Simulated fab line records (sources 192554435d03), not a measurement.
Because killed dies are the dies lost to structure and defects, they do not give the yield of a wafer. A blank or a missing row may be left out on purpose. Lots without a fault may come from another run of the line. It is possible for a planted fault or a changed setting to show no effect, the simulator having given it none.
fab line records -- flow n5_finfet
[record] lots = 10, wafers = 27, last_day = 18
route steps=1938 shown GATE_CUT@498 MOL_CONTACT_COAG@519 BEOL_M4@1111
lots that met no fault: from a run of the same line without faults
start_h: hours from the record's first day to the start of the lot's first wafer shown -- wait_h: how many hours have passed since the lot's step before this one -- " repeats the value in the row above -- L1.1+2: a single row standing in for several wafers -- - either no value or no given start -- * or withheld: withheld -- < > ~ a bound
route shown NAME@n: a module of which the file shows steps, and the number in the route of the first -- usual: mean and standard deviation over wafers with no fault -- same: alike in all rows -- chamber/n: place in a boat -- sites: the reading at each site -- _std_site: the values' standard deviation -- _edge_site: mean of outer sites minus mean of inner sites -- radius_mm: for every site, how far away it sits from the centre of the wafer -- mask NAME#n: copy n -- behind: tool/chamber where the wafer was last shaped -- hold: why the lot went on hold/how many hours it stayed there/how the hold came to an end -- device: transistor that didn't switch, given as n, p or np -- end of line: tests run on the same wafers once the route is complete -- a step with no rows: only its recipe -- killed: at the first sort, the dies lost to defects and structure; wafer yield is something else -- map: shows each die of a wafer: x if killed, . if not, _ if none is there
set.NAME: the setting the step ran with; set.NAME@STEP: the setting that earlier step ran with -- model.NAME: the simulator's own value behind a step, which no gauge read
one table for each step of the route and one row for each wafer, over a sample of lots
services: when a tool's chamber went out of use (start_h, in hours from the record's first day, below 0 if earlier), for how many hours, and the reason
[[steps]]
[step N5_GATE_CUT_STRIP_42]
[recipe] chemistry = O2, power_w = 400, temp_c = 40, pressure_mtorr = 30, rf_frequency_hz = 6e+07, bias_power_w = 0, overash_fraction = 0.3, o2_flow_sccm = 225
[usual] drypump_motor_current_A = 5.5/0.46, oes_product_au = 0.81/0.099, rf_vpp_V = 3.6/0.47, showerhead_plenum_p_Torr = 2.08/0.071, throttle_valve_pct = 16.69/0.21
lot.wafer,tool,chamber,start_h,wait_h,drypump_motor_current_A,oes_product_au,rf_hours_counter_h,rf_vpp_V,showerhead_plenum_p_Torr,throttle_valve_pct
L927.1,rie_diel-01,0,88.31,0.0,5.4,0.70,234,3.3,1.99,17.07
L927.5,rie_diel-01,1,88.31,0.0,5.1,0.78,-,3.4,2.01,16.86
L927.6,rie_diel-01,0,88.31,0.0,5.4,0.70,-,3.1,1.99,17.04
L928.2,rie_diel-01,3,94.64,0.0,5.6,0.68,237,3.5,2.17,16.74
L928.5,rie_diel-01,2,94.64,0.0,5.5,0.68,-,2.9,2.06,16.80
L928.6,rie_diel-01,3,94.64,0.0,5.6,0.69,-,3.2,2.17,16.73
L929.4,rie_diel-04,3,104.31,0.0,6.4,0.78,-,4.0,2.08,16.71
L929.5,rie_diel-04,3,104.31,0.0,6.4,0.78,-,3.9,2.08,16.71
L929.6,rie_diel-04,1,104.31,0.0,5.6,0.82,-,3.0,2.11,16.71
L930.1,rie_diel-04,1,110.20,0.0,5.7,0.82,119,4.2,2.11,16.73
L930.3,rie_diel-04,0,110.20,0.0,5.3,0.99,1,3.4,2.11,16.45
L930.6,rie_diel-04,0,110.20,0.0,5.3,0.99,-,3.2,2.11,16.47
L935.2,rie_diel-04,2,129.91,0.0,4.8,0.72,192,2.8,1.99,16.64
L935.3,rie_diel-04,0,129.91,0.0,5.3,0.95,4,3.8,2.11,16.46
L935.6,rie_diel-04,3,129.91,0.0,6.4,0.77,-,3.2,2.08,16.75
L936.3,rie_diel-04,3,138.52,0.0,6.4,0.78,131,4.4,2.08,16.72
L936.4,rie_diel-04,2,138.52,0.0,4.7,0.72,195,3.5,1.99,16.65
L936.5,rie_diel-04,3,138.52,0.0,6.4,0.78,-,4.3,2.08,16.74
L942.3,rie_diel-03,3,175.33,0.0,6.2,0.83,47,3.0,2.04,16.64
L942.4,rie_diel-03,1,175.33,0.0,5.6,0.73,197,3.7,2.09,16.98
L945.2,rie_diel-04,3,192.46,0.0,6.4,0.75,149,3.5,2.07,16.76
L945.4,rie_diel-04,1,192.46,0.0,5.7,0.79,141,4.4,2.10,16.77
L945.6,rie_diel-04,0,192.46,0.0,5.3,0.92,-,4.3,2.11,16.48
L946.5,rie_diel-04,3,201.48,0.0,6.4,0.75,-,3.7,2.07,16.75
L946.6,rie_diel-04,2,201.48,0.0,4.7,0.70,-,3.8,1.99,16.68
L948.1,rie_diel-03,3,212.09,0.0,6.2,0.82,57,4.0,2.04,16.66
L948.4,rie_diel-03,2,212.09,0.0,5.1,0.80,113,3.5,2.10,16.66
[step N5_GATE_CUT_CUT_ETCH_53]
[recipe] chemistry = SF6/Cl2, target = W, mask_material = SiO2, target_depth_a = 792, pressure_mtorr = 8, icp_w = 900, bias_w = 80, SF6_flow_sccm = 40, Cl2_flow_sccm = 60, ends = cleared
[usual] drypump_motor_current_A = 5.7/0.42, etch_rf_on_time_s = 26.5/0.73, he_backside_leak_sccm = 3.38/0.28, oes_product_au = 0.67/0.096, rf_fwd_power_W = 878.5/2.9, throttle_valve_pct = 28.9/0.37
lot.wafer,tool,chamber,start_h,wait_h,drypump_motor_current_A,etch_rf_on_time_s,he_backside_leak_sccm,oes_product_au,rf_fwd_power_W,rf_hours_counter_h,throttle_valve_pct
L927.1,rie_metal-03,1,88.46,0.1,6.2,25.8,3.54,0.80,876.3,13,28.6
L927.5,rie_metal-03,0,88.46,0.1,5.3,26.4,3.38,0.78,880.2,-,28.5
L927.6,rie_metal-03,1,88.46,0.1,6.2,25.7,3.34,0.80,870.7,-,28.5
L928.2,rie_metal-01,1,94.78,0.1,6.2,27.4,3.23,0.57,877.1,114,29.3
L928.5,rie_metal-01,0,94.78,0.1,5.2,26.8,3.23,0.56,876.3,-,28.9
L928.6,rie_metal-01,1,94.78,0.1,6.2,27.4,3.20,0.57,879.0,-,29.3
L929.4,rie_metal-01,0,104.52,0.1,5.2,26.7,2.98,0.56,873.9,-,28.9
L929.5,rie_metal-01,0,104.52,0.1,5.2,27.0,3.33,0.56,877.3,-,28.9
L929.6,rie_metal-01,1,104.52,0.1,6.2,27.2,3.23,0.57,885.5,-,29.3
L930.1,rie_metal-01,1,110.35,0.1,6.2,27.2,3.30,0.57,882.5,115,29.4
L930.3,rie_metal-01,1,110.35,0.1,6.2,27.2,3.23,0.57,878.7,-,29.4
L930.6,rie_metal-01,0,110.35,0.1,5.2,26.7,5.81,0.56,881.2,-,28.9
L935.2,rie_metal-01,0,130.06,0.1,5.2,26.8,3.02,0.56,877.7,112,28.9
L935.3,rie_metal-01,0,130.06,0.1,5.2,26.7,3.11,0.56,878.5,-,28.9
L935.6,rie_metal-01,1,130.06,0.1,6.2,27.4,3.19,0.57,879.1,-,29.4
L936.3,rie_metal-02,0,138.69,0.1,5.8,25.4,3.48,0.61,878.9,-,29.0
L936.4,rie_metal-02,1,138.69,0.1,5.6,27.6,3.67,0.75,878.1,-,29.6
L936.5,rie_metal-02,0,138.69,0.1,5.8,25.5,3.58,0.60,880.3,-,28.9
L942.3,rie_metal-03,1,175.50,0.1,6.2,26.0,3.70,0.77,876.5,-,28.6
L942.4,rie_metal-03,0,175.50,0.1,5.3,26.3,3.57,0.76,883.8,-,28.5
L945.2,rie_metal-03,0,192.61,0.1,5.3,25.9,3.26,0.76,884.2,24,28.6
L945.4,rie_metal-03,1,192.61,0.1,6.2,26.0,3.40,0.77,881.0,-,28.6
L945.6,rie_metal-03,0,192.61,0.1,5.3,26.1,3.34,0.76,883.9,-,28.6
L946.5,rie_metal-03,0,201.65,0.1,5.3,26.3,3.47,0.74,882.4,-,28.5
L946.6,rie_metal-03,1,201.65,0.1,6.2,26.1,3.69,0.76,883.5,-,28.6
L948.1,rie_metal-03,0,212.25,0.1,5.3,26.5,3.44,0.74,882.5,27,28.5
L948.4,rie_metal-03,1,212.25,0.1,6.2,26.6,3.39,0.75,878.1,-,28.6
[step N5_MOL_CONTACT_COAG_COAT_58]
[recipe] resist = underlayer, temp_c = 205, time_s = 60, spin_rpm = 1500, resist_thk_nm = 10
[usual] spin_speed_rpm = 1499.9/0.97
lot.wafer,tool,chamber,start_h,wait_h,spin_speed_rpm
L927.1,litho_track-03,0,92.28,-,1500.3
L927.5,litho_track-03,0,92.28,-,1499.9
L927.6,litho_track-03,0,92.28,-,1500.0
L928.2,litho_track-03,0,98.13,-,1501.6
L928.5,litho_track-03,0,98.13,-,1498.3
L928.6,litho_track-03,0,98.13,-,1499.3
L929.4,litho_track-04,0,107.51,-,1500.3
L929.5,litho_track-04,0,107.51,-,1501.7
L929.6,litho_track-04,0,107.51,-,1499.6
L930.1,litho_track-01,0,113.36,-,1500.9
L930.3,litho_track-01,0,113.36,-,1500.1
L930.6,litho_track-01,0,113.36,-,1500.0
L935.2,litho_track-03,0,133.28,-,1624.1
L935.3,litho_track-03,0,133.28,-,1623.7
L935.6,litho_track-03,0,133.28,-,1623.7
L936.3,litho_track-03,0,141.68,-,1623.0
L936.4,litho_track-03,0,141.68,-,1623.7
L936.5,litho_track-03,0,141.68,-,1624.5
L942.3,litho_track-01,0,178.60,-,1500.6
L942.4,litho_track-01,0,178.60,-,1498.6
L945.2,litho_track-04,0,195.78,-,1499.7
L945.4,litho_track-04,0,195.78,-,1500.6
L945.6,litho_track-04,0,195.78,-,1500.7
L946.5,litho_track-01,0,205.02,-,1500.7
L946.6,litho_track-01,0,205.02,-,1500.4
L948.1,litho_track-01,0,215.25,-,1501.2
L948.4,litho_track-01,0,215.25,-,1500.8
[step N5_MOL_CONTACT_COAG_INSPECT_10]
[recipe] mode = adi, inspect_instrument = brightfield
[usual] raw_defect_count = 74/27
lot.wafer,tool,chamber,start_h,wait_h,raw_defect_count
L927.1,defect_inspect-01,-,92.63,0.1,57
L927.5,defect_inspect-01,-,92.63,0.1,31
L927.6,defect_inspect-01,-,92.63,0.1,48
L928.2,defect_inspect-01,-,98.48,0.0,60
L928.5,defect_inspect-01,-,98.48,0.0,41
L928.6,defect_inspect-01,-,98.48,0.0,45
L929.4,defect_inspect-01,-,107.86,0.0,54
L929.5,defect_inspect-01,-,107.86,0.0,59
L929.6,defect_inspect-01,-,107.86,0.0,86
L930.1,defect_inspect-02,-,113.83,0.1,54
L930.3,defect_inspect-02,-,113.83,0.1,44
L930.6,defect_inspect-02,-,113.83,0.1,58
L935.2,defect_inspect-02,-,133.63,0.0,70
L935.3,defect_inspect-02,-,133.63,0.0,55
L935.6,defect_inspect-02,-,133.63,0.0,51
L936.3,defect_inspect-02,-,142.03,0.0,57
L936.4,defect_inspect-02,-,142.03,0.0,55
L936.5,defect_inspect-02,-,142.03,0.0,92
L942.3,defect_inspect-02,-,178.98,0.0,70
L942.4,defect_inspect-02,-,178.98,0.0,96
L945.2,defect_inspect-02,-,196.26,0.0,89
L945.4,defect_inspect-02,-,196.26,0.0,89
L945.6,defect_inspect-02,-,196.26,0.0,79
L946.5,defect_inspect-02,-,205.50,0.0,50
L946.6,defect_inspect-02,-,205.50,0.0,57
L948.1,defect_inspect-02,-,215.60,0.1,57
L948.4,defect_inspect-02,-,215.60,0.1,180
[step N5_BEOL_M4_RC_MEAS_101]
[usual] DIBL_N = 36.5/2.2, DIBL_P = 36.9/2.9, IOFF_N = 0.17/0.044, IOFF_P = 0.22/0.052, ION_N = 671/16, ION_P = 461/10, SS_N = 71.6/0.73, SS_P = 73.5/0.79, VT_N = 250/4.1, VT_P = -250/4.1
lot.wafer,tool,chamber,start_h,wait_h,DIBL_N[mV/V],DIBL_P[mV/V],IOFF_N[nA/um],IOFF_P[nA/um],ION_N[uA/um],ION_P[uA/um],SS_N[mV/dec],SS_P[mV/dec],VT_N[mV],VT_P[mV]
L927.1,prober-01,0,178.63,0.0,34.2,34.7,0.12,0.16,667,455,70.9,72.1,253,-255
L927.5,prober-01,0,178.63,0.0,35.1,37.1,0.13,0.19,674,463,71.0,72.9,252,-254
L927.6,prober-01,0,178.63,0.0,32.4,30.0,0.09,0.10,647,440,70.4,71.1,260,-262
L928.2,prober-02,0,196.53,0.2,35.9,36.2,0.15,0.21,666,459,70.7,73.0,249,-249
L928.5,prober-02,0,196.53,0.2,36.7,36.3,0.15,0.20,656,453,71.3,73.7,250,-252
L928.6,prober-02,0,196.53,0.2,35.2,36.0,0.14,0.21,664,461,71.9,73.2,253,-248
L929.4,prober-01,0,203.46,0.5,34.2,34.5,0.11,0.18,655,451,71.1,72.1,258,-254
L929.5,prober-01,0,203.46,0.5,37.0,38.1,0.16,0.22,655,448,72.2,73.3,250,-252
L929.6,prober-01,0,203.46,0.5,35.7,37.1,0.13,0.21,668,463,71.2,72.9,252,-251
L930.1,prober-01,0,207.00,0.0,37.2,35.2,0.16,0.19,653,439,72.2,72.8,253,-253
L930.3,prober-01,0,207.00,0.0,35.6,36.2,0.14,0.22,658,462,71.2,72.7,254,-250
L930.6,prober-01,0,207.00,0.0,36.1,35.9,0.15,0.22,670,457,71.4,73.2,253,-251
L936.3,prober-01,0,234.27,0.3,38.5,37.3,0.19,0.25,694,466,72.3,73.6,247,-248
L936.4,prober-01,0,234.27,0.3,42.5,43.5,0.31,0.40,705,483,72.5,75.3,241,-241
L936.5,prober-01,0,234.27,0.3,39.5,39.5,0.23,0.30,695,477,72.6,73.9,247,-245
L935.2,prober-01,0,242.80,0.2,35.8,35.2,0.14,0.19,669,454,71.9,73.4,253,-253
L935.3,prober-01,0,242.80,0.2,37.1,38.6,0.16,0.24,652,453,72.5,73.8,248,-250
L935.6,prober-01,0,242.80,0.2,34.8,32.0,0.13,0.14,638,436,72.4,72.6,258,-258
L942.3,prober-01,0,291.50,0.6,38.2,39.8,0.20,0.25,684,468,72.4,73.7,249,-249
L942.4,prober-01,0,291.50,0.6,37.5,38.9,0.18,0.24,670,459,72.2,73.6,249,-251
L945.2,prober-01,0,297.22,0.2,32.5,32.7,0.11,0.14,658,455,69.8,71.9,252,-255
L945.4,prober-01,0,297.22,0.2,40.5,41.8,0.22,0.26,677,461,72.3,75.3,247,-249
L945.6,prober-01,0,297.22,0.2,35.3,35.7,0.14,0.18,657,453,70.3,73.5,251,-253
L946.5,prober-02,0,297.47,0.6,34.6,34.3,0.13,0.16,652,445,71.5,72.7,253,-253
L946.6,prober-02,0,297.47,0.6,36.5,37.3,0.18,0.20,669,453,71.7,73.7,245,-250
L948.1,prober-02,0,318.22,0.0,38.1,37.4,0.16,0.24,648,447,71.6,74.0,252,-250
L948.4,prober-02,0,318.22,0.0,36.0,34.1,0.12,0.16,654,448,71.5,72.8,256,-254
[[services]]
tool,chamber,start_h,hours,kind
rie_diel-03,0,92.95,-,clean
rie_diel-04,0,93.96,-,clean
rie_diel-04,0,93.96,-,consumable_replace:focus_ring
rie_diel-04,0,93.96,15.1,scheduled_down
rie_diel-04,0,93.96,15.1,vent_cycle
rie_diel-04,2,96.27,15.7,repair
rie_diel-01,2,99.32,-,clean
rie_diel-01,2,99.32,-,consumable_replace:focus_ring
rie_diel-01,2,99.32,21.5,scheduled_down
rie_diel-01,2,99.32,21.5,vent_cycle
rie_metal-02,-,117.58,0.3,repair
rie_diel-01,3,128.89,-,clean
rie_diel-01,3,128.89,-,consumable_replace:focus_ring
rie_diel-01,3,128.89,24.4,scheduled_down
rie_diel-01,3,128.89,24.4,vent_cycle
rie_diel-04,-,136.35,1.1,repair
rie_diel-04,0,152.81,8.1,repair
rie_diel-01,0,153.30,-,clean
rie_diel-01,0,153.30,-,consumable_replace:focus_ring
rie_diel-01,0,153.30,-,consumable_replace:showerhead
rie_diel-01,0,153.30,29.5,scheduled_down
rie_diel-01,0,153.30,29.5,vent_cycle
rie_metal-03,-,165.67,2.8,pm
rie_diel-04,-,167.56,0.5,repair
[[key]]
[first_sign] step = N5_MOL_CONTACT_COAG_COAT_58, reading = spin_speed_rpm, direction = up, sigmas = 99+, usual = *, struck = *
effect none on later readings
met_at N5_MOL_CONTACT_COAG_COAT_58
struck_lots L935,L936
not_acting_at N5_GATE_CUT_STRIP_42,N5_GATE_CUT_CUT_ETCH_53,N5_MOL_CONTACT_COAG_INSPECT_10
onset_between 98.13 133.28
[fault] kind = process_parameter_drift, tool = litho_track-03, chamber = -, onset_h = 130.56, steps = N5_MOL_CONTACT_COAG_COAT_58, channel = spin_rpm, offset = *, shape = step, end_h = 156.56, acts_in = *, stated = *
